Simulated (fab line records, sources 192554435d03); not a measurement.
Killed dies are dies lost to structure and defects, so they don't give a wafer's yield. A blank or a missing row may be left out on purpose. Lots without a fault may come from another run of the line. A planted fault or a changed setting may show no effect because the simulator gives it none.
Which tool did it? | flow n5_finfet | 9 lots, 27 wafers sampled, at 6 steps of a route of 1938

WHAT THE GAUGES READ, wafer by wafer
N5_BEOL_M4_INSPECT_59: inspects for defects (darkfield). Usual: raw_defect_count 75, standard deviation 23.
lot  | measured     | on                | raw_defect_count | flag
L114 | day 7 17:35  | defect_inspect-02 | 104 69 88        |
L115 | day 8 04:11  | defect_inspect-01 | 112 72 47        |
L118 | day 9 00:17  | defect_inspect-01 | 109 90 64        |
L120 | day 9 03:36  | defect_inspect-01 | 59 78 70         |
L122 | day 9 23:43  | defect_inspect-02 | 60 119 91        |
L124 | day 10 16:00 | defect_inspect-02 | 76 80 52         |
L125 | day 10 21:50 | defect_inspect-01 | 99 77 61         |
L130 | day 12 11:40 | defect_inspect-01 | 79 99 73         |
L131 | day 12 14:17 | defect_inspect-02 | 112 47 62        |

N5_BEOL_M4_RC_MEAS_101. Usual: DIBL_N 36.3 mV/V, standard deviation 1.6; DIBL_P 36.4 mV/V, standard deviation 1.8; IOFF_N 0.163 nA/um, standard deviation 0.027; IOFF_P 0.22 nA/um, standard deviation 0.033; ION_N 673 uA/um, standard deviation 9.8; ION_P 461 uA/um, standard deviation 6.7; SS_N 71.5 mV/dec, standard deviation 0.58; SS_P 73.4 mV/dec, standard deviation 0.67; VT_N 249.4 mV, standard deviation 2.9; VT_P -250 mV, standard deviation 3.2.
lot  | measured     | on        | DIBL_N (mV/V)  | DIBL_P (mV/V)  | IOFF_N (nA/um)    | IOFF_P (nA/um) | ION_N (uA/um) | ION_P (uA/um) | SS_N (mV/dec)  | SS_P (mV/dec)  | VT_N (mV)         | VT_P (mV)      | flag
L114 | day 7 17:46  | prober-01 | 39.0 38.1 39.1 | 37.8 36.5 37.2 | 0.186 0.169 0.187 | 0.23 0.21 0.21 | 678 672 677   | 462 459 455   | 72.0 71.9 72.7 | 74.6 74.4 74.4 | 251.1 250.7 249.9 | -251 -252 -253 |
L115 | day 8 04:22  | prober-02 | 35.5 35.4 35.5 | 34.6 34.7 34.1 | 0.154 0.145 0.139 | 0.19 0.20 0.19 | 675 678 666   | 457 458 453   | 71.2 71.4 71.5 | 72.3 73.1 72.9 | 251.5 250.9 252.2 | -252 -252 -251 |
L118 | day 9 00:28  | prober-02 | 39.8 37.6 37.9 | 39.9 38.8 39.0 | 0.221 0.192 0.188 | 0.28 0.24 0.25 | 681 684 681   | 463 471 466   | 72.2 71.5 71.7 | 74.1 73.1 73.6 | 245.3 245.6 249.2 | -247 -250 -248 |
L120 | day 9 03:56  | prober-02 | 35.7 36.8 35.6 | 36.5 38.2 35.6 | 0.156 0.178 0.155 | 0.20 0.24 0.19 | 670 675 663   | 461 470 456   | 71.6 71.4 71.8 | 73.1 73.9 72.7 | 251.5 249.1 251.1 | -249 -251 -253 |
L122 | day 9 23:45  | prober-02 | 37.0 34.8 36.4 | 37.4 35.3 37.1 | 0.170 0.130 0.159 | 0.22 0.19 0.22 | 668 660 673   | 466 465 467   | 71.4 71.7 71.2 | 74.3 73.3 74.1 | 249.8 251.8 250.8 | -250 -250 -249 |
L124 | day 10 16:11 | prober-02 | 38.2 37.4 38.1 | 38.3 37.8 38.4 | 0.184 0.169 0.189 | 0.23 0.21 0.22 | 677 675 673   | 464 458 458   | 72.2 72.1 71.9 | 73.8 73.3 73.1 | 245.9 250.3 247.2 | -250 -250 -250 |
L125 | day 10 21:52 | prober-01 | 34.6 36.4 34.9 | 35.1 36.9 35.2 | 0.133 0.163 0.141 | 0.18 0.21 0.18 | 667 682 678   | 455 459 460   | 71.6 71.4 71.6 | 72.9 74.0 73.0 | 251.6 250.9 252.4 | -254 -252 -253 |
L130 | day 12 11:41 | prober-01 | 36.1 37.3 37.4 | 37.0 37.8 38.8 | 0.163 0.177 0.175 | 0.24 0.24 0.26 | 678 674 680   | 473 461 468   | 70.3 71.6 71.3 | 73.1 73.2 74.1 | 248.3 250.2 249.1 | -246 -248 -248 |
L131 | day 12 14:19 | prober-01 | 36.2 36.8 36.7 | 36.6 36.9 36.3 | 0.168 0.187 0.175 | 0.22 0.24 0.22 | 667 687 673   | 461 469 463   | 71.5 71.9 71.9 | 73.2 73.2 73.4 | 247.4 247.5 250.4 | -252 -248 -248 |

WHICH TOOL RAN EACH LOT (tool, then ch and the chambers of the sampled wafers, then the start)
lot  | N5_BEOL_M4_PECVD_72             | N5_BEOL_M4_SPUTTER_88        | N5_BEOL_M4_ANNEAL_51             | N5_BEOL_M4_CMP_52
L114 | pecvd-01 ch 0,1, day 7 04:04    | pvd_sputter-01, day 7 15:38  | rtp_anneal-01 ch 0, day 7 16:45  | cmp-02 ch 0,2,3, day 7 17:00
L115 | pecvd-04 ch 1,2, day 7 14:22    | pvd_sputter-03, day 8 01:19  | rtp_anneal-02 ch 0, day 8 03:20  | cmp-03 ch 0,1, day 8 03:38
L118 | pecvd-02 ch 0,1, day 8 11:51    | pvd_sputter-01, day 8 22:00  | rtp_anneal-02 ch 0, day 8 23:10  | cmp-03 ch 1,2, day 8 23:41
L120 | pecvd-02 ch 0,1, day 8 15:05    | pvd_sputter-01, day 9 01:23  | rtp_anneal-02 ch 0, day 9 02:38  | cmp-02 ch 0,1,3, day 9 03:06
L122 | pecvd-02 ch 0,1,2, day 9 04:15  | pvd_sputter-02, day 9 21:46  | rtp_anneal-02 ch 0, day 9 22:50  | cmp-01 ch 0,2,3, day 9 23:11
L124 | pecvd-04 ch 0,1,2, day 10 03:47 | pvd_sputter-01, day 10 13:56 | rtp_anneal-02 ch 0, day 10 15:10 | cmp-03 ch 1,2,3, day 10 15:25
L125 | pecvd-04 ch 0,1,2, day 10 05:59 | pvd_sputter-01, day 10 19:53 | rtp_anneal-01 ch 0, day 10 20:58 | cmp-01 ch 0,2,3, day 10 21:16
L130 | pecvd-02 ch 0,1,2, day 11 21:50 | pvd_sputter-01, day 12 08:17 | rtp_anneal-01 ch 0, day 12 10:46 | cmp-02 ch 0,2, day 12 11:05
L131 | pecvd-02 ch 0,1, day 12 01:04   | pvd_sputter-03, day 12 11:51 | rtp_anneal-01 ch 0, day 12 13:06 | cmp-03 ch 0,1,3, day 12 13:24
- N5_BEOL_M4_PECVD_72: deposits SiO2 from TEOS/O2, target thk 16 nm, time 18 s.
- N5_BEOL_M4_SPUTTER_88: material Cu, target thk 4.5 nm, time 8.29 s.
- N5_BEOL_M4_ANNEAL_51: time 90 s.
- N5_BEOL_M4_CMP_52: polishes, stops on SiOC, t overpolish 6.8 s, target thk 40 nm.

WHAT THE TOOLS THEMSELVES READ (means of the sampled wafers that have a number; where no wafer has one, the mark that the record gives instead)
N5_BEOL_M4_PECVD_72. Usual: heater_power_w 719 W, standard deviation 82; showerhead_plenum_p_Torr 8.79 Torr, standard deviation 0.05; throttle_valve_pct 22.5 %, standard deviation 1.2.
lot  | tool     | heater_power_w (W) | showerhead_plenum_p_Torr (Torr) | throttle_valve_pct (%) | flag
L114 | pecvd-01 | 668                | 8.81                            | 21.4                   |
L115 | pecvd-04 | 723                | 8.80                            | 22.1                   |
L118 | pecvd-02 | 682                | 8.75                            | 23.9                   |
L120 | pecvd-02 | 707                | 8.77                            | 24.0                   |
L122 | pecvd-02 | 703                | 8.77                            | 23.2                   |
L124 | pecvd-04 | 779                | 8.82                            | 22.1                   |
L125 | pecvd-04 | 759                | 8.83                            | 22.2                   |
L130 | pecvd-02 | 685                | 8.77                            | 23.2                   |
L131 | pecvd-02 | 666                | 8.77                            | 23.4                   |

N5_BEOL_M4_SPUTTER_88. Usual: throttle_valve_pct 30.1 %, standard deviation 0.89.
lot  | tool           | throttle_valve_pct (%) | flag
L114 | pvd_sputter-01 | 29.7                   |
L115 | pvd_sputter-03 | 29.8                   |
L118 | pvd_sputter-01 | 30.2                   |
L120 | pvd_sputter-01 | 29.5                   |
L122 | pvd_sputter-02 | 30.8                   |
L124 | pvd_sputter-01 | 29.7                   |
L125 | pvd_sputter-01 | 30.0                   |
L130 | pvd_sputter-01 | 30.3                   |
L131 | pvd_sputter-03 | 30.2                   |

N5_BEOL_M4_ANNEAL_51. Usual: wafer_temp_C_max 225.82, standard deviation 0.3.
lot  | tool          | wafer_temp_C_max | flag
L114 | rtp_anneal-01 | 226.12           |
L115 | rtp_anneal-02 | 225.71           |
L118 | rtp_anneal-02 | 225.43           |
L120 | rtp_anneal-02 | 225.43           |
L122 | rtp_anneal-02 | 225.73           |
L124 | rtp_anneal-02 | 225.63           |
L125 | rtp_anneal-01 | 225.95           |
L130 | rtp_anneal-01 | 225.98           |
L131 | rtp_anneal-01 | 225.73           |

N5_BEOL_M4_CMP_52. Usual: barrier_field_endpoint_s 24.8 s, standard deviation 0.5; clearing_platen_rpm 50.004 rpm, standard deviation 0.026; motor_current_A 5.9 A, standard deviation 0.42; platen_rpm 50.00 rpm, standard deviation 0.04.
lot  | tool   | barrier_field_endpoint_s (s) | clearing_platen_rpm (rpm) | motor_current_A (A) | platen_rpm (rpm) | flag
L114 | cmp-02 | 24.7                         | 49.983                    | 5.7                 | 50.00            |
L115 | cmp-03 | 25.6                         | 50.026                    | 5.9                 | 49.99            |
L118 | cmp-03 | 24.4                         | 50.020                    | 5.6                 | 50.02            |
L120 | cmp-02 | 25.0                         | 49.991                    | 5.4                 | 50.01            |
L122 | cmp-01 | 25.3                         | 50.012                    | 6.1                 | 50.01            |
L124 | cmp-03 | 25.5                         | 49.963                    | 6.0                 | 50.01            |
L125 | cmp-01 | 24.9                         | 49.999                    | 6.0                 | 49.97            |
L130 | cmp-02 | 26.7                         | 50.002                    | 5.9                 | 50.03            | OFF
L131 | cmp-03 | 28.7                         | 50.016                    | 6.2                 | 49.99            | OFF

THE ANSWER, worked out from the rows above alone
Rule: a lot is off if the mean of its wafers that have a number lies more than 3 standard deviations from the usual mean. A lot without any number at a reading at which 4 lots or more have one is off too. The other lots that the step has rows for count as sound. The gauges are gone through in route order, then the tools' own readings, and for those a lot's mean is taken as printed above. The first step at which some lot is off is used, and at that step the reading that is off furthest; a lot without a number counts as furthest.
Off: L130, L131, at N5_BEOL_M4_CMP_52 (barrier_field_endpoint_s).
A tool fits if, at that step or a process step before it, it ran every lot that is off, and no sound lot after the first of them. Can't be told from this: 2 tools fit, pecvd-02 at N5_BEOL_M4_PECVD_72, rtp_anneal-01 at N5_BEOL_M4_ANNEAL_51.

WHAT THE SIMULATOR HAD PUT IN
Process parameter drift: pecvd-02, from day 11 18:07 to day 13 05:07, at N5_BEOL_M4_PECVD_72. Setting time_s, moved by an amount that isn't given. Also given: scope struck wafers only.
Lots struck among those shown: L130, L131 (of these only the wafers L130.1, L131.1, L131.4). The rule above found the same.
